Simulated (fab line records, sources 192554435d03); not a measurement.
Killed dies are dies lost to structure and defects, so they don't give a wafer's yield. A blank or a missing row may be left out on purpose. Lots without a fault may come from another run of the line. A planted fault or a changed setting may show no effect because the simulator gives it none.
fab line records | flow n5_finfet
record lots=10 wafers=30 last_day=18
route steps=1938 shown MOL_CONTACT_COAG@573 BEOL_M4@1111
lots that met no fault: from a run of the same line without faults
start_h: hours from the record's first day to the start of the lot's first wafer shown | wait_h: hours since the lot's step before | " the same as in the row above | L1.1+2: a row that stands for several wafers | - no value, or no start given | * or withheld: withheld | < > ~ a bound
route shown NAME@n: a module of which the file shows steps, and the number in the route of the first | usual: mean/standard deviation of fault-free wafers | same: alike in all rows | chamber/n: place in a boat | sites: the reading at each site | _std_site: their standard deviation | _edge_site: outer sites' mean less inner sites' | radius_mm: how far each site lies from the wafer's centre | mask NAME#n: copy n | behind: the tool/chamber that last shaped the wafer | hold: why the lot was held/for how many hours/how that ended | device: the transistor (n, p or np) that didn't switch | end of line: the same wafers' tests at the end of the route | a step without rows: its recipe alone | killed: dies lost to structure and defects at the first sort, not the wafer's yield | map: a wafer's dies, x killed, . not, _ none there
set.NAME: the setting as run; set.NAME@STEP: as run at that earlier step | model.NAME: the simulator's own value behind a step, which no gauge read
steps of the route over a sample of lots; a table a step, a row a wafer
services: from which hour (start_h, from the record's first day; less than 0 if before it) a tool's chamber was out of use, for how many hours, and why
## steps
# step N5_MOL_CONTACT_COAG_CD_MEAS_84
# recipe target_cd_nm=25.1 landing_energy_ev=500 detector=se_inlens polarity=opening
# usual cd_nm=25.18/0.24
# columns lot.wafer tool chamber start_h wait_h cd_nm
L182.3 cd_sem-03 0 121.49 - 25.02
L182.5 " 0 " " 25.41
L182.6 " 0 " " 24.90
L183.2 cd_sem-02 0 135.27 - 24.99
L183.3 " 0 " " 25.20
L183.6 " 0 " " 25.31
L184.1 cd_sem-03 0 139.48 - 25.30
L184.2 " 0 " " 25.25
L184.3 " 0 " " 25.37
L186.4 cd_sem-02 0 147.44 - 25.35
L186.5 " 0 " " 25.30
L186.6 " 0 " " 25.74
L188.1 cd_sem-03 0 163.01 - 24.87
L188.4 " 0 " " 25.16
L188.6 " 0 " " 25.26
L193.3 cd_sem-03 0 189.59 - 25.28
L193.4 " 0 " " 25.21
L193.6 " 0 " " 25.39
L197.2 cd_sem-02 0 213.08 - 25.63
L197.4 " 0 " " 25.20
L197.5 " 0 " " 24.47
L198.3 cd_sem-03 0 220.90 - 25.44
L198.4 " 0 " " 25.15
L198.5 " 0 " " 25.36
L199.2 cd_sem-03 0 225.06 - 25.75
L199.3 " 0 " " 25.40
L199.5 " 0 " " 24.91
L200.2 cd_sem-03 0 231.78 - 25.18
L200.4 " 0 " " 25.56
L200.6 " 0 " " 25.37
# step N5_MOL_CONTACT_COAG_ALD_131
# recipe material=SiO2 target_thk_a=50 temp_c=100 ald_precursor_family=BDEAS ald_co_reactant=O2-plasma pulse_time_s=1 co_reactant_pulse_time_s=1 purge_time_s=2 co_reactant_purge_time_s=2 ald_cycles=35 pressure_torr=2
# usual heater_power_w=80/7.2 precursor_pulse_height_rel=0.999/0.018
# same pulse_time_s=1
# columns lot.wafer tool chamber start_h wait_h heater_power_w precursor_pulse_height_rel
L182.3 ald_sin-02 1 122.64 0.1 87 0.989
L182.5 " 0 " " 78 1.004
L182.6 " 1 " " 87 1.007
L183.2 ald_sin-03 2 135.59 0.1 77 0.990
L183.3 " 0 " " 74 0.989
L183.6 " 2 " " 77 1.008
L184.1 ald_sin-04 3 139.74 0.1 87 0.988
L184.2 " 2 " " 82 0.992
L184.3 " 1 " " 71 1.029
L186.4 ald_sin-02 2 148.15 0.5 67 1.032
L186.5 " 2 " " 66 0.997
L186.6 " 3 " " 74 0.980
L188.1 ald_sin-04 1 163.55 0.3 72 0.996
L188.4 " 2 " " 81 1.009
L188.6 " 2 " " 81 0.955
L193.3 ald_sin-02 1 189.85 0.1 89 0.959
L193.4 " 2 " " 66 1.020
L193.6 " 1 " " 89 0.978
L197.2 ald_sin-02 1 213.33 0.1 88 1.021
L197.4 " 0 " " 76 1.013
L197.5 " 1 " " 90 0.999
L198.3 ald_sin-03 1 221.44 0.1 85 1.040
L198.4 " 0 " " 75 0.977
L198.5 " 3 " " 90 0.983
L199.2 ald_sin-03 2 225.32 0.1 79 1.015
L199.3 " 3 " " 90 0.999
L199.5 " 2 " " 77 1.029
L200.2 ald_sin-03 0 232.03 0.1 72 0.991
L200.4 " 3 " " 91 1.018
L200.6 " 0 " " 74 0.961
# step N5_MOL_CONTACT_COAG_ETCHBACK_135
# recipe chemistry=CHF3 target=SiO2 target_depth_a=250 time_s=16.7 ion_energy_ev=200 pressure_mtorr=30 source_w=610 bias_w=170 Ar_flow_sccm=200 CHF3_flow_sccm=50
# usual bias_w=170.0/0.47 drypump_motor_current_A=5.7/0.48 oes_product_au=0.81/0.065 rf_vpp_V=524/10 showerhead_plenum_p_Torr=2.36/0.067 throttle_valve_pct=18.69/0.13
# columns lot.wafer tool chamber start_h wait_h bias_w drypump_motor_current_A oes_product_au rf_hours_counter_h rf_vpp_V showerhead_plenum_p_Torr throttle_valve_pct
L182.3 rie_diel-04 2 123.14 0.0 170.4 4.7 0.92 22 531 2.42 18.40
L182.5 " 1 " " 170.5 5.4 0.78 - 517 2.29 18.63
L182.6 " 0 " " 169.6 6.1 0.93 - 526 2.35 18.67
L183.2 rie_diel-01 3 136.10 0.0 170.4 6.2 0.79 97 536 2.31 18.64
L183.3 " 2 " " 169.6 5.6 0.78 110 534 2.40 18.68
L183.6 " 3 " " 170.1 6.2 0.79 - 537 2.31 18.64
L184.1 rie_diel-04 1 140.20 0.0 169.3 5.4 0.77 125 516 2.29 18.65
L184.2 " 2 " " 170.1 4.7 0.90 28 530 2.42 18.40
L184.3 " 3 " " 170.2 5.5 0.86 39 533 2.45 18.73
L186.4 rie_diel-02 3 148.57 0.0 169.0 5.9 0.77 124 536 2.50 18.46
L186.5 " 1 " " 169.8 6.1 0.76 - 518 2.29 18.79
L186.6 " 2 " " 170.2 5.7 0.89 - 502 2.34 18.88
L188.1 rie_diel-04 3 163.86 0.0 169.6 5.5 0.85 47 534 2.44 18.77
L188.4 " 2 " " 170.1 4.7 0.89 37 532 2.42 18.44
L188.6 " 0 " " 170.2 6.2 0.89 - 526 2.34 18.68
L193.3 rie_diel-04 3 190.15 0.0 169.6 5.5 0.84 56 533 2.44 18.77
L193.4 " 2 " " 169.5 4.7 0.88 45 531 2.41 18.45
L193.6 " 2 " " 169.3 4.7 0.87 - 530 2.42 18.45
L197.2 rie_diel-01 1 213.64 0.0 170.7 5.0 0.92 11 528 2.53 18.62
L197.4 " 2 " " 170.2 5.6 0.75 140 534 2.39 18.74
L197.5 " 0 " " 169.0 6.2 0.82 - 509 2.32 18.73
L198.3 rie_diel-02 1 221.75 0.0 170.8 6.1 0.75 158 517 2.28 18.84
L198.4 " 0 " " 170.4 5.2 0.69 - 524 2.37 18.89
L198.5 " 3 " " 170.5 5.9 0.74 - 538 2.49 18.50
L199.2 rie_diel-02 0 225.63 0.0 170.8 5.2 0.69 213 525 2.37 18.91
L199.3 " 3 " " 170.0 5.9 0.75 153 539 2.49 18.49
L199.5 " 3 " " 169.5 5.9 0.74 - 538 2.49 18.51
L200.2 rie_diel-04 1 232.34 0.0 169.6 5.4 0.74 159 515 2.27 18.69
L200.4 " 0 " " 169.8 6.1 0.84 60 525 2.33 18.73
L200.6 " 1 " " 170.3 5.4 0.74 - 514 2.27 18.71
# step N5_MOL_CONTACT_COAG_COAT_34
# recipe resist=CAR-EUV spin_rpm=1500 resist_thk_nm=40
# usual chill_plate_temp_C=23.02/0.11 dispense_pressure_kPa=52.7/1.8 spin_speed_rpm=1500.1/1
# columns lot.wafer tool chamber start_h wait_h chill_plate_temp_C dispense_pressure_kPa spin_speed_rpm
L182.3 litho_track-03 0 123.55 - 23.15 54.3 1499.8
L182.5 " 0 " " 23.16 54.3 1498.9
L182.6 " 0 " " 23.11 54.3 1502.2
L183.2 litho_track-04 0 136.51 - 22.93 50.7 1500.6
L183.3 " 0 " " 22.94 50.7 1502.0
L183.6 " 0 " " 23.13 50.8 1502.0
L184.1 litho_track-05 0 140.61 - 23.06 54.3 1498.8
L184.2 " 0 " " 23.18 54.4 1500.7
L184.3 " 0 " " 23.05 54.3 1500.0
L186.4 litho_track-05 0 148.98 - 23.16 54.4 1499.0
L186.5 " 0 " " 23.20 54.4 1499.6
L186.6 " 0 " " 23.18 54.3 1499.4
L188.1 litho_track-04 0 164.27 - 23.07 50.7 1500.3
L188.4 " 0 " " 22.80 50.8 1499.2
L188.6 " 0 " " 22.83 50.8 1501.5
L193.3 litho_track-03 0 190.56 - 23.18 54.3 1499.6
L193.4 " 0 " " 23.12 54.4 1502.0
L193.6 " 0 " " 23.04 54.4 1499.3
L197.2 litho_track-04 0 214.05 - 23.04 50.8 1587.3
L197.4 " 0 " " 22.74 50.8 1588.5
L197.5 " 0 " " 22.88 50.8 1586.8
L198.3 litho_track-03 0 222.31 - 23.21 54.3 1499.4
L198.4 " 0 " " 22.99 54.4 1500.4
L198.5 " 0 " " 22.90 54.4 1498.6
L199.2 litho_track-04 0 226.04 - 22.92 50.8 1587.3
L199.3 " 0 " " 23.14 50.7 1587.2
L199.5 " 0 " " 23.18 50.7 1586.8
L200.2 litho_track-04 0 232.75 - 23.07 50.7 1588.4
L200.4 " 0 " " 22.83 50.7 1587.9
L200.6 " 0 " " 22.97 50.7 1585.8
# step N5_BEOL_M4_RC_MEAS_101
# usual DIBL_N=36.0/2 DIBL_P=36.2/2.2 IOFF_N=0.16/0.034 IOFF_P=0.21/0.04 ION_N=675/12 ION_P=463/7.2 SS_N=71.6/0.6 SS_P=73.3/0.67 VT_N=250/3 VT_P=-251/3.4
# columns lot.wafer tool chamber start_h wait_h DIBL_N[mV/V] DIBL_P[mV/V] IOFF_N[nA/um] IOFF_P[nA/um] ION_N[uA/um] ION_P[uA/um] SS_N[mV/dec] SS_P[mV/dec] VT_N[mV] VT_P[mV]
L182.3 prober-02 0 198.35 0.3 35.2 35.2 0.14 0.18 681 460 71.1 73.5 251 -251
L182.5 " 0 " " 36.7 36.1 0.16 0.18 673 455 71.7 72.3 251 -254
L182.6 " 0 " " 34.6 35.2 0.13 0.17 665 461 70.6 72.1 250 -252
L183.2 prober-02 0 215.35 0.2 34.2 32.2 0.12 0.14 656 450 71.6 72.6 253 -257
L183.3 " 0 " " 31.3 29.9 0.10 0.12 651 447 70.8 72.2 254 -256
L183.6 " 0 " " 34.5 33.6 0.13 0.16 661 454 70.8 72.6 250 -257
L184.1 prober-02 0 217.79 0.0 35.0 36.6 0.15 0.19 669 457 71.6 72.8 250 -255
L184.2 " 0 " " 35.8 36.6 0.16 0.18 675 455 72.2 73.2 249 -254
L184.3 " 0 " " 33.0 33.8 0.13 0.15 671 454 70.9 72.9 252 -257
L186.4 prober-01 0 221.73 0.5 36.0 34.2 0.13 0.16 669 453 71.8 73.8 254 -255
L186.5 " 0 " " 38.7 37.7 0.18 0.20 673 453 72.5 73.7 253 -253
L186.6 " 0 " " 37.0 36.6 0.14 0.19 679 460 72.0 73.5 252 -254
L188.1 prober-02 0 234.64 0.0 35.9 37.2 0.18 0.21 686 464 71.9 73.5 248 -253
L188.4 " 0 " " 36.1 37.2 0.19 0.22 687 464 71.7 73.9 248 -251
L188.6 " 0 " " 36.6 37.4 0.19 0.22 688 462 72.1 73.7 248 -252
L193.3 prober-01 0 268.27 0.3 35.6 35.2 0.16 0.23 679 463 71.4 73.3 251 -246
L193.4 " 0 " " 39.0 39.3 0.24 0.31 697 477 72.2 74.0 246 -245
L193.6 " 0 " " 35.0 34.8 0.16 0.22 673 461 71.5 73.1 249 -247
L197.2 prober-02 0 275.28 0.2 35.3 36.7 0.16 0.24 681 470 71.8 73.5 248 -247
L197.4 " 0 " " 39.6 39.8 0.24 0.31 696 475 73.1 74.0 248 -246
L197.5 " 0 " " 34.0 33.5 0.14 0.20 660 460 71.3 72.9 251 -250
L198.3 prober-02 0 309.24 0.3 38.0 38.2 0.18 0.23 675 462 71.4 74.1 250 -248
L198.4 " 0 " " 38.9 39.1 0.20 0.27 683 470 72.0 74.2 248 -247
L198.5 " 0 " " 38.2 38.4 0.18 0.23 682 469 72.5 74.7 248 -247
L200.2 prober-01 0 311.77 0.2 39.8 39.3 0.24 0.29 696 470 72.4 74.2 243 -246
L200.4 " 0 " " 35.9 36.6 0.17 0.23 690 464 71.0 72.5 247 -247
L200.6 " 0 " " 35.3 35.1 0.15 0.21 669 467 71.4 72.7 251 -252
L199.2 prober-02 0 314.82 0.2 36.8 36.9 0.16 0.20 672 463 71.1 73.5 249 -253
L199.3 " 0 " " 38.6 37.4 0.20 0.21 692 465 71.9 73.9 247 -251
L199.5 " 0 " " 34.2 32.8 0.13 0.16 664 452 71.2 71.9 252 -254
## services
# columns tool chamber start_h hours kind
ald_sin-02 0 100.02 - clean
ald_sin-02 1 100.02 - clean
ald_sin-02 2 100.02 - clean
ald_sin-02 3 100.02 - clean
rie_diel-01 3 123.27 6.5 repair
rie_diel-02 0 128.23 12.0 repair
rie_diel-04 - 131.45 0.3 repair
litho_track-03 - 132.74 - consumable_replace:filter
ald_sin-04 0 136.29 5.6 repair
ald_sin-02 1 159.94 - calibration
rie_diel-01 1 162.05 - clean
rie_diel-01 1 162.05 - consumable_replace:focus_ring
rie_diel-01 1 162.05 - consumable_replace:showerhead
rie_diel-01 1 162.05 22.6 scheduled_down
rie_diel-01 1 162.05 22.6 vent_cycle
ald_sin-04 - 177.92 14.0 pm
ald_sin-04 0 177.92 14.0 vent_cycle
litho_track-03 - 182.73 - consumable_replace:filter
rie_diel-01 - 196.61 0.9 repair
rie_diel-04 3 198.02 17.3 repair
ald_sin-02 - 198.44 2.8 pm
rie_diel-02 2 220.41 6.5 repair
rie_diel-04 1 221.06 3.8 repair
rie_diel-01 2 231.74 9.0 repair
## key
first_sign step=N5_MOL_CONTACT_COAG_COAT_34 reading=spin_speed_rpm direction=up sigmas=87 usual=* struck=*
effect none on later readings
met_at N5_MOL_CONTACT_COAG_COAT_34
struck_lots L197,L199,L200
not_acting_at N5_MOL_CONTACT_COAG_CD_MEAS_84,N5_MOL_CONTACT_COAG_ALD_131,N5_MOL_CONTACT_COAG_ETCHBACK_135
onset_between 164.27 214.05
fault kind=process_parameter_drift tool=litho_track-04 chamber=- onset_h=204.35 steps=N5_MOL_CONTACT_COAG_COAT_34 channel=spin_rpm offset=* shape=step end_h=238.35 acts_in=* stated=*
